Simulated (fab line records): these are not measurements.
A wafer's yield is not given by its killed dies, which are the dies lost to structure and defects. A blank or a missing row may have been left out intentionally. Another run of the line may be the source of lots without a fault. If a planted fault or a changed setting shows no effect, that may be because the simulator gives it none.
Matching of chambers || flow nand_harc || NHARC_P_M1_DEP_33 on pecvd-04 has 3 sister chambers
The step deposits SiCN, target thk 30 nm. 3 wafers are shown with their chamber, then 9 later ones without.

EACH WAFER AND ITS CHAMBER
{"wafer": "L357.2", "chamber": 1, "heater_power_w (W)": 658}
{"wafer": "L357.4", "chamber": 2, "heater_power_w (W)": 666}
{"wafer": "L357.5", "chamber": 0, "heater_power_w (W)": 677}

WAFERS WHOSE CHAMBER IS MISSING
{"wafer": "L363.1", "heater_power_w (W)": 530}
{"wafer": "L363.3", "heater_power_w (W)": 601}
{"wafer": "L363.6", "heater_power_w (W)": 606}
{"wafer": "L365.2", "heater_power_w (W)": 626}
{"wafer": "L365.4", "heater_power_w (W)": 625}
{"wafer": "L365.6", "heater_power_w (W)": 574}
{"wafer": "L369.2", "heater_power_w (W)": 623}
{"wafer": "L369.4", "heater_power_w (W)": 624}
{"wafer": "L369.6", "heater_power_w (W)": 647}

WHICH CHAMBER EACH ONE RAN IN
{"wafer": "L363.1", "from the rows above": "can't be placed: 1 or 2 or 0", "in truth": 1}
{"wafer": "L363.3", "from the rows above": "can't be placed: 1 or 2 or 0", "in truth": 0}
{"wafer": "L363.6", "from the rows above": "can't be placed: 1 or 2 or 0", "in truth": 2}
{"wafer": "L365.2", "from the rows above": "can't be placed: 1 or 2 or 0", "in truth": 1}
{"wafer": "L365.4", "from the rows above": "can't be placed: 1 or 2 or 0", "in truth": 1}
{"wafer": "L365.6", "from the rows above": "can't be placed: 1 or 2 or 0", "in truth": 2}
{"wafer": "L369.2", "from the rows above": "can't be placed: 1 or 2 or 0", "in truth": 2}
{"wafer": "L369.4", "from the rows above": "can't be placed: 1 or 2 or 0", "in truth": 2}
{"wafer": "L369.6", "from the rows above": "can't be placed: 1 or 2 or 0", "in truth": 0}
Placed correctly: 0 of 9. Can't be placed from these rows: 9 (the true chamber is among the candidates in 9). Number placed wrongly: 0.
How it was worked out, from the rows above alone: a wafer's distance from a chamber is the root of the sum, over the readings, of the square of ((its reading less the chamber's mean) divided by the reading's scatter). The wafer belongs to the nearest chamber; if the next one is less than 2 further off, it can't be placed. Each chamber's mean is taken over the wafers shown for it. The scatter: root of mean squared gap, hidden wafer to nearest shown wafer, with one shown wafer a chamber.
